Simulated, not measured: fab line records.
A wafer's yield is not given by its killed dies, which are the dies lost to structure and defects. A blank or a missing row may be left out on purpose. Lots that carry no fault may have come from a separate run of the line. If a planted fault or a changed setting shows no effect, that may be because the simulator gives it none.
fab line records	flow nand-harc
record: lots: 14	wafers: 42	last-day: 33
route steps=1302 shown A_BONDPAD@1224 THIN_TSV@1265 END@1302
lots that met no fault: taken from a fault-free run of the same line
start-h: hours from the record's first day to the start of the lot's first wafer shown	wait-h: time in hours since the lot's previous step	" repeats the value in the row above	L1.1+2: a single row standing in for several wafers	- either no value or no given start	* or withheld: withheld	< > ~ a bound
route shown NAME@n: a module of which the file shows steps, and the number in the route of the first	usual: average and standard deviation across the fault-free wafers	same: alike in all rows	chamber/n: place in a boat	sites: readings site by site	_std_site: standard deviation of those values	_edge_site: outer sites' mean less inner sites'	radius-mm: how far each site lies from the wafer's centre	mask NAME#n: copy n	behind: the last tool/chamber to shape the wafer	hold: why the lot was held/for how many hours/how that ended	device: which transistor (n, p or np) failed to switch	end of line: at the end of the route, the tests of the same wafers	for a step that has no rows: nothing shown but its recipe	killed: at the first sort, the dies lost to defects and structure; wafer yield is something else	map: per-die view of a wafer (x killed, . not killed, _ where there is no die)
set.NAME: the setting that was run; set.NAME@STEP: the one run at that earlier step	model.NAME: the simulator's own value behind a step, which no gauge read
steps of the route over a sample of lots; a table a step, a row a wafer
services: a tool's chamber out of use, with start hour (start-h, from the record's first day; less than 0 if before it), hours out, and reason
== steps ==
step: NHARC_A_BONDPAD_STRIP_16
recipe: time-s: 600	temp-c: 30	chemistry: post-etch-residue-remover
lot.wafer	tool	chamber	start-h	wait-h
L346.1+6+4	wet-bench-10	2,3,5	546.23	-
L347.2+6+5	wet-bench-08	0,1,4	553.04	-
L350.6+3+4	wet-bench-08	0,1,3	572.01	-
L351.1+3+2	wet-bench-10	1,5,6	576.13	-
L352.1+3+5	wet-bench-10	0,1,3	593.32	-
L358.4+1+3	wet-bench-10	1,3,6	649.05	-
L357.2+1+4	wet-bench-10	6,7,0	652.37	-
L363.3+2+1	wet-bench-10	6,2,3	726.99	-
L364.4+5+6	wet-bench-08	7,1,3	728.83	-
L365.2+6+3	wet-bench-10	0,2,3	735.72	-
L366.3+1+4	wet-bench-08	1,3,5	737.58	-
L367.6+3+5	wet-bench-10	5,0,1	743.60	-
L368.2+4+3	wet-bench-10	3,4,6	743.84	-
L369.5+1+2	wet-bench-08	0,3,4	756.68	-
step: NHARC_THIN_TSV_STRIP_45
recipe: power-w: 1500	temp-c: 250	chemistry: O2
usual: drypump-motor-current-A: 5.2/0.49	heater-power-w: 314/20
lot.wafer	tool	chamber	start-h	wait-h	drypump-motor-current-A	heater-power-w	rf-hours-counter-h
L346.1	plasma-asher-02	0	562.12	0.1	4.7	343	26
L346.4	"	0	"	"	4.7	347	-
L346.6	"	0	"	"	4.8	346	-
L347.2	plasma-asher-02	0	569.20	0.1	4.7	335	27
L347.6	"	1	"	"	5.1	307	-
L347.5	"	0	"	"	4.7	349	-
L350.4	plasma-asher-01	1	587.22	0.2	6.1	300	-
L350.3	"	0	"	"	5.1	297	-
L350.6	"	0	"	"	5.1	297	-
L351.2	plasma-asher-01	0	593.95	0.1	5.0	297	14
L351.1	"	1	"	"	6.1	306	14
L351.3	"	0	"	"	5.0	294	-
L352.1	plasma-asher-01	0	607.84	0.1	5.1	302	17
L352.3	"	1	"	"	6.1	298	-
L352.5	"	0	"	"	5.0	292	-
L357.1	plasma-asher-01	0	664.33	0.1	5.1	291	29
L357.2	"	1	"	"	6.1	301	29
L357.4	"	0	"	"	5.1	305	-
L358.1	plasma-asher-01	0	665.39	0.1	5.1	294	30
L358.3	"	0	"	"	5.1	299	-
L358.4	"	1	"	"	6.1	300	-
L363.1	plasma-asher-02	0	747.63	0.1	4.8	338	26
L363.2	"	1	"	"	5.0	312	26
L363.3	"	0	"	"	4.7	352	-
L364.4	plasma-asher-02	1	748.75	0.2	5.1	308	-
L364.5	"	1	"	"	5.0	304	-
L364.6	"	0	"	"	4.8	329	-
L365.2	plasma-asher-02	1	756.83	0.1	5.1	308	28
L365.3	"	0	"	"	4.7	348	-
L365.6	"	0	"	"	4.8	334	-
L366.1	plasma-asher-02	1	758.12	0.1	5.1	300	28
L366.4	"	1	"	"	5.1	303	-
L366.3	"	0	"	"	4.7	354	-
L367.3	plasma-asher-02	1	759.49	0.2	5.0	304	-
L367.5	"	0	"	"	4.8	340	-
L367.6	"	1	"	"	5.1	302	-
L368.2	plasma-asher-02	0	760.58	0.1	4.7	339	29
L368.3	"	0	"	"	4.7	341	-
L368.4	"	1	"	"	5.0	311	-
L369.1	plasma-asher-01	1	771.90	0.1	6.1	292	14
L369.2	"	0	"	"	5.1	307	14
L369.5	"	1	"	"	6.1	295	-
step: NHARC_THIN_TSV_STRIP_56
recipe: power-w: 1500	temp-c: 250	chemistry: O2
usual: drypump-motor-current-A: 5.2/0.5	heater-power-w: 313/20
lot.wafer	tool	chamber	start-h	wait-h	drypump-motor-current-A	heater-power-w	rf-hours-counter-h
L346.1	plasma-asher-01	0	567.74	0.1	5.1	298	7
L346.4	"	0	"	"	5.1	298	-
L346.6	"	0	"	"	5.1	297	-
L347.2	plasma-asher-02	0	574.67	0.1	4.7	340	28
L347.6	"	1	"	"	5.1	295	-
L347.5	"	0	"	"	4.7	342	-
L350.3	plasma-asher-02	0	592.89	0.2	4.7	337	-
L350.4	"	1	"	"	5.0	308	-
L350.6	"	1	"	"	5.1	300	-
L351.1	plasma-asher-02	0	599.48	0.1	4.7	345	34
L351.2	"	1	"	"	5.0	299	34
L351.3	"	1	"	"	5.1	296	-
L352.1	plasma-asher-02	0	613.55	0.1	4.7	338	0
L352.3	"	1	"	"	5.1	311	-
L352.5	"	0	"	"	4.7	340	-
L357.1	plasma-asher-02	1	670.67	0.1	5.0	311	11
L357.2	"	0	"	"	4.7	353	11
L357.4	"	1	"	"	5.0	309	-
L358.1	plasma-asher-01	0	670.92	0.1	5.0	298	32
L358.4	"	0	"	"	5.1	306	-
L358.3	"	1	"	"	6.1	301	-
L363.1	plasma-asher-02	0	753.10	0.1	4.7	347	27
L363.2	"	1	"	"	5.1	309	27
L363.3	"	1	"	"	5.1	308	-
L364.4	plasma-asher-01	1	754.30	0.2	6.1	302	-
L364.5	"	0	"	"	5.0	315	-
L364.6	"	1	"	"	6.1	296	-
L365.2	plasma-asher-02	0	762.40	0.2	4.7	343	30
L365.3	"	1	"	"	5.1	305	-
L365.6	"	0	"	"	4.7	334	-
L366.1	plasma-asher-02	1	763.54	0.1	5.1	296	30
L366.4	"	1	"	"	5.1	306	-
L366.3	"	0	"	"	4.7	355	-
L367.3	plasma-asher-02	1	764.95	0.2	5.1	307	-
L367.5	"	1	"	"	5.1	306	-
L367.6	"	0	"	"	4.7	351	-
L368.2	plasma-asher-01	0	766.32	0.1	5.1	310	13
L368.4	"	1	"	"	6.1	285	-
L368.3	"	0	"	"	5.0	313	-
L369.1	plasma-asher-02	0	777.58	0.1	4.7	345	33
L369.2	"	1	"	"	5.0	312	33
L369.5	"	1	"	"	5.0	312	-
step: NHARC_THIN_TSV_CD_MEAS_37
usual: cd-nm: 5003/3.6
lot.wafer	tool	chamber	start-h	wait-h	cd-nm
L346.1	cd-sem-01	-	568.48	-	5002
L346.4	"	-	"	"	5006
L346.6	"	-	"	"	5004
L347.2	cd-sem-03	-	575.42	-	5001
L347.5	"	-	"	"	5003
L347.6	"	-	"	"	4996
L350.3	cd-sem-01	-	593.60	-	5005
L350.4	"	-	"	"	4992
L350.6	"	-	"	"	5003
L351.1	cd-sem-02	-	600.28	-	5007
L351.2	"	-	"	"	5005
L351.3	"	-	"	"	4999
L352.1	cd-sem-03	-	614.30	-	4998
L352.3	"	-	"	"	5004
L352.5	"	-	"	"	5010
L357.1	cd-sem-01	-	671.46	-	5005
L357.2	"	-	"	"	5006
L357.4	"	-	"	"	5003
L358.1	cd-sem-03	-	671.72	-	5006
L358.3	"	-	"	"	5003
L358.4	"	-	"	"	5001
L363.1	cd-sem-02	-	753.91	-	5002
L363.2	"	-	"	"	5003
L363.3	"	-	"	"	5003
L364.4	cd-sem-02	-	754.96	-	4999
L364.5	"	-	"	"	5004
L364.6	"	-	"	"	5001
L365.2	cd-sem-03	-	763.15	-	5004
L365.3	"	-	"	"	5004
L365.6	"	-	"	"	4993
L366.1	cd-sem-03	-	764.34	-	5006
L366.3	"	-	"	"	5004
L366.4	"	-	"	"	4999
L367.3	cd-sem-03	-	765.66	-	5005
L367.5	"	-	"	"	5002
L367.6	"	-	"	"	5003
L368.2	cd-sem-03	-	767.06	-	5006
L368.3	"	-	"	"	5004
L368.4	"	-	"	"	5005
L369.1	cd-sem-03	-	778.37	-	5006
L369.2	"	-	"	"	5006
L369.5	"	-	"	"	5006
step: NHARC_END_SORT_01
recipe: temp-c: 25
usual: defect-limited-yield: 90/3.4	killed-at-array: 61/24	killed-at-other: 1.2/1.3	killed-at-periphery: 3.7/2.6	killed-dies: 66/23	killed-open: 3.3/1.8	killed-short: 2.4/1.6
same: gross-dies: 677
lot.wafer	tool	chamber	start-h	wait-h	defect-limited-yield[%]	killed-at-array	killed-at-other	killed-at-periphery	killed-dies	killed-open	killed-short
L351.1	prober-01	0	608.86	2.5	94	34	2	3	39	5	5
L351.2	prober-01	0	609.65	2.8	95	31	1	5	37	4	2
L351.3	prober-01	0	610.44	3.1	95	33	2	2	37	2	1
L352.1	prober-02	0	621.97	2.5	91	56	0	4	60	4	5
L352.3	prober-02	0	623.57	3.1	92	51	1	1	53	3	0
L352.5	prober-02	0	625.16	3.7	91	56	2	4	62	1	0
L357.1	prober-01	0	679.28	2.5	79	142	0	3	145	4	3
L357.2	prober-01	0	680.08	2.8	77	155	0	4	159	6	4
L357.4	prober-01	0	681.68	3.4	76	154	1	5	160	2	6
L358.1	prober-02	0	679.34	2.5	78	150	1	1	152	3	1
L358.3	prober-02	0	680.96	3.1	79	140	2	1	143	5	2
L358.4	prober-02	0	681.77	3.4	78	145	2	3	150	5	2
killed by level:class
L351.1 A_CHANNEL_HOLE_D2:chamber-film-flake=12 A_CHANNEL_HOLE_D1:chamber-film-flake=6 A_CONTACT:chamber-film-flake=4 A_ONON_D2:geometric-particle:open=3 A_ONON_D2:geometric-particle:short=2 THIN_TSV:chamber-film-flake=2 P_M2:geometric-particle:short=1 A_CHANNEL_FILL_D1:geometric-particle:short=1
L351.2 A_CHANNEL_HOLE_D2:chamber-film-flake=11 A_STAIRCASE:chamber-film-flake=6 A_ZERO_WELL:chamber-film-flake=3 A_CHANNEL_HOLE_D1:chamber-film-flake=3 P_ZERO_WELL:chamber-film-flake=2 P_GATE:geometric-particle:open=1 P_M2:geometric-particle:short=1 A_CHANNEL_HOLE_D1:geometric-particle:short=1
L351.3 A_CHANNEL_HOLE_D2:chamber-film-flake=12 A_CHANNEL_HOLE_D1:chamber-film-flake=6 A_STAIRCASE:chamber-film-flake=5 A_ZERO_WELL:chamber-film-flake=3 A_M1:chamber-film-flake=2 THIN_TSV:chamber-film-flake=2 P_M0:geometric-particle:open=1 A_CHANNEL_FILL_D2:geometric-particle:open=1
L352.1 A_CHANNEL_HOLE_D1:chamber-film-flake=33 A_CHANNEL_HOLE_D2:chamber-film-flake=13 A_SLIT:chamber-film-flake=2 P_GATE:geometric-particle:short=1 P_CONTACT:geometric-particle:short=1 P_M2:geometric-particle:short=1 A_DECK1_JOINT:geometric-particle:open=1 A_CHANNEL_FILL_D2:geometric-particle:short=1
L352.3 A_CHANNEL_HOLE_D1:chamber-film-flake=35 A_CHANNEL_HOLE_D2:chamber-film-flake=10 A_CONTACT:chamber-film-flake=2 A_CHANNEL_HOLE_D1:geometric-particle:open=1 A_CHANNEL_FILL_D2:geometric-particle:open=1 A_M0:geometric-particle:open=1 P_ZERO_WELL:chamber-film-flake=1 A_SLIT:chamber-film-flake=1
L352.5 A_CHANNEL_HOLE_D1:chamber-film-flake=38 A_CHANNEL_HOLE_D2:chamber-film-flake=12 P_ZERO_WELL:chamber-film-flake=2 A_WL_FILL:chamber-film-flake=2 A_CONTACT:chamber-film-flake=2 THIN_TSV:chamber-film-flake=2 A_ONON_D1:geometric-particle:open=1 P_STI:chamber-film-flake=1
L357.1 A_BONDPAD:unspecified=75 A_CHANNEL_HOLE_D1:chamber-film-flake=36 A_SLIT:chamber-film-flake=10 A_SGD_CUT:chamber-film-flake=5 A_CHANNEL_HOLE_D2:chamber-film-flake=4 A_CHANNEL_FILL_D1:geometric-particle:open=2 A_CHANNEL_FILL_D2:chamber-film-flake=2 A_STAIRCASE:chamber-film-flake=2
L358.1 A_BONDPAD:unspecified=87 A_CHANNEL_HOLE_D1:chamber-film-flake=29 A_CHANNEL_HOLE_D2:chamber-film-flake=17 A_STAIRCASE:chamber-film-flake=5 A_CONTACT:chamber-film-flake=5 A_SLIT:chamber-film-flake=2 P_M0:geometric-particle:open=1 A_CHANNEL_HOLE_D2:geometric-particle:short=1
L357.2 A_BONDPAD:unspecified=73 A_CHANNEL_HOLE_D1:chamber-film-flake=38 A_SLIT:chamber-film-flake=27 A_SGD_CUT:chamber-film-flake=5 A_CHANNEL_HOLE_D1:geometric-particle:short=2 A_WL_FILL:geometric-particle:open=2 A_STAIRCASE:chamber-film-flake=2 A_WL_FILL:chamber-film-flake=2
L358.3 A_BONDPAD:unspecified=69 A_CHANNEL_HOLE_D1:chamber-film-flake=33 A_CHANNEL_HOLE_D2:chamber-film-flake=17 A_STAIRCASE:chamber-film-flake=10 A_CHANNEL_FILL_D1:geometric-particle:short=2 A_SLIT:chamber-film-flake=2 A_CHANNEL_HOLE_D1:geometric-particle:open=1 A_DECK1_JOINT:geometric-particle:open=1
L357.4 A_BONDPAD:unspecified=65 A_CHANNEL_HOLE_D1:chamber-film-flake=42 A_SLIT:chamber-film-flake=27 A_SGD_CUT:chamber-film-flake=4 A_WL_FILL:chamber-film-flake=4 A_ONON_D1:geometric-particle:short=3 P_BONDPAD:chamber-film-flake=3 A_STAIRCASE:chamber-film-flake=3
L358.4 A_BONDPAD:unspecified=82 A_CHANNEL_HOLE_D1:chamber-film-flake=36 A_CHANNEL_HOLE_D2:chamber-film-flake=11 A_STAIRCASE:chamber-film-flake=5 A_SLIT:chamber-film-flake=3 A_M0:geometric-particle:open=2 P_ZERO_WELL:chamber-film-flake=2 A_CONTACT:chamber-film-flake=2
== services ==
tool	chamber	start-h	hours	kind
plasma-asher-01	0	529.17	-	clean
plasma-asher-01	1	529.17	-	clean
wet-bench-08	-	563.58	0.7	repair
plasma-asher-02	-	603.00	9.0	pm
plasma-asher-02	0	603.00	9.0	vent-cycle
plasma-asher-02	1	603.00	9.0	vent-cycle
wet-bench-08	-	606.42	6.8	repair
plasma-asher-02	0	612.00	-	clean
plasma-asher-02	1	612.00	-	clean
wet-bench-10	-	636.74	3.8	repair
wet-bench-08	-	653.45	8.0	pm
wet-bench-10	-	672.49	8.0	pm
wet-bench-10	0	680.49	-	consumable-replace:bath
wet-bench-10	0	680.49	-	consumable-replace:filter
wet-bench-10	1	680.49	-	consumable-replace:bath
wet-bench-10	1	680.49	-	consumable-replace:filter
wet-bench-10	2	680.49	-	consumable-replace:bath
wet-bench-10	2	680.49	-	consumable-replace:filter
wet-bench-10	3	680.49	-	consumable-replace:bath
plasma-asher-01	-	697.17	9.0	pm
plasma-asher-01	0	697.17	9.0	vent-cycle
plasma-asher-01	1	697.17	9.0	vent-cycle
plasma-asher-01	0	706.17	-	clean
plasma-asher-01	1	706.17	-	clean
== key ==
first-sign: step: NHARC_END_SORT_01	reading: defect-limited-yield	direction: down	sigmas: 3.7	usual: 90	struck: 78
effect: step: NHARC_END_SORT_01	reading: killed-dies	direction: up	sigmas: 3.7	usual: 66	struck: 152
more-kills-born-at: NHARC_A_BONDPAD_STRIP_16@wet-bench-10: 451
met-at NHARC_A_BONDPAD_STRIP_16
struck-lots L357,L358
not-acting-at NHARC_THIN_TSV_STRIP_45,NHARC_THIN_TSV_STRIP_56,NHARC_THIN_TSV_CD_MEAS_37
onset-between 593.32 649.05
fault: kind: chamber-particle-source	tool: wet-bench-10	chamber: -	onset-h: 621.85	steps: NHARC_A_BONDPAD_STRIP_16	rate-per-visit-cm2: 0.94406	end-h: 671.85
